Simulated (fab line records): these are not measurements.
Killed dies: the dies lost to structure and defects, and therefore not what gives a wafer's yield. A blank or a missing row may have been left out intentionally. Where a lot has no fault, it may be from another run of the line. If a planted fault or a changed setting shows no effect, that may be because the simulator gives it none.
Matching of chambers / flow nand_harc / rie_diel-03 running NHARC_P_M1_ETCH_35: 4 sister chambers
The step etches the open film in N2/H2, target depth 40 nm, overetch 12 nm, time 43.94 s. 8 wafers are shown with their chamber, then 12 later ones without.

WAFERS WITH THEIR CHAMBER
wafer=L082.4; chamber=0; showerhead_plenum_p_Torr (Torr)=1.99; drypump_motor_current_A (A)=5.7
wafer=L084.1; chamber=0; showerhead_plenum_p_Torr (Torr)=1.99; drypump_motor_current_A (A)=5.6
wafer=L085.2; chamber=2; showerhead_plenum_p_Torr (Torr)=2.18; drypump_motor_current_A (A)=6.2
wafer=L086.4; chamber=1; showerhead_plenum_p_Torr (Torr)=2.03; drypump_motor_current_A (A)=5.9
wafer=L086.5; chamber=3; showerhead_plenum_p_Torr (Torr)=1.90; drypump_motor_current_A (A)=6.1
wafer=L087.1; chamber=3; showerhead_plenum_p_Torr (Torr)=1.90; drypump_motor_current_A (A)=6.1
wafer=L087.2; chamber=2; showerhead_plenum_p_Torr (Torr)=2.17; drypump_motor_current_A (A)=6.3
wafer=L087.3; chamber=1; showerhead_plenum_p_Torr (Torr)=2.03; drypump_motor_current_A (A)=5.8

WAFERS WHOSE CHAMBER IS MISSING
wafer=L087.4; showerhead_plenum_p_Torr (Torr)=2.03; drypump_motor_current_A (A)=5.8
wafer=L087.5; showerhead_plenum_p_Torr (Torr)=1.90; drypump_motor_current_A (A)=6.1
wafer=L087.6; showerhead_plenum_p_Torr (Torr)=2.17; drypump_motor_current_A (A)=6.2
wafer=L093.1; showerhead_plenum_p_Torr (Torr)=2.17; drypump_motor_current_A (A)=6.3
wafer=L093.2; showerhead_plenum_p_Torr (Torr)=1.99; drypump_motor_current_A (A)=5.6
wafer=L093.3; showerhead_plenum_p_Torr (Torr)=2.02; drypump_motor_current_A (A)=5.8
wafer=L096.2; showerhead_plenum_p_Torr (Torr)=1.99; drypump_motor_current_A (A)=5.7
wafer=L096.4; showerhead_plenum_p_Torr (Torr)=2.02; drypump_motor_current_A (A)=5.8
wafer=L096.5; showerhead_plenum_p_Torr (Torr)=1.99; drypump_motor_current_A (A)=5.7
wafer=L095.2; showerhead_plenum_p_Torr (Torr)=2.17; drypump_motor_current_A (A)=6.3
wafer=L095.4; showerhead_plenum_p_Torr (Torr)=1.99; drypump_motor_current_A (A)=5.7
wafer=L095.5; showerhead_plenum_p_Torr (Torr)=2.02; drypump_motor_current_A (A)=5.8

WHICH CHAMBER EACH WENT THROUGH
wafer=L087.4; from the rows above=1; in truth=1
wafer=L087.5; from the rows above=3; in truth=3
wafer=L087.6; from the rows above=2; in truth=2
wafer=L093.1; from the rows above=2; in truth=2
wafer=L093.2; from the rows above=0; in truth=0
wafer=L093.3; from the rows above=1; in truth=1
wafer=L096.2; from the rows above=0; in truth=0
wafer=L096.4; from the rows above=1; in truth=1
wafer=L096.5; from the rows above=0; in truth=0
wafer=L095.2; from the rows above=2; in truth=2
wafer=L095.4; from the rows above=0; in truth=0
wafer=L095.5; from the rows above=1; in truth=1
12 of 12 placed correctly. Can't be placed from these rows: 0. Placed wrongly: 0.
How it was worked out, from the rows above alone: a wafer's distance from a chamber is the root of the sum, over the readings, of the square of ((its reading less the chamber's mean) divided by the reading's scatter). If the next closest chamber is less than 2 further off than the closest, the wafer can't be placed; otherwise it belongs to the closest. The mean given for a chamber averages the wafers shown for that chamber. How the scatter is found: for the shown wafers, subtract from each reading the mean of its chamber, square and add these, divide the total by (wafers less chambers), then take the root.
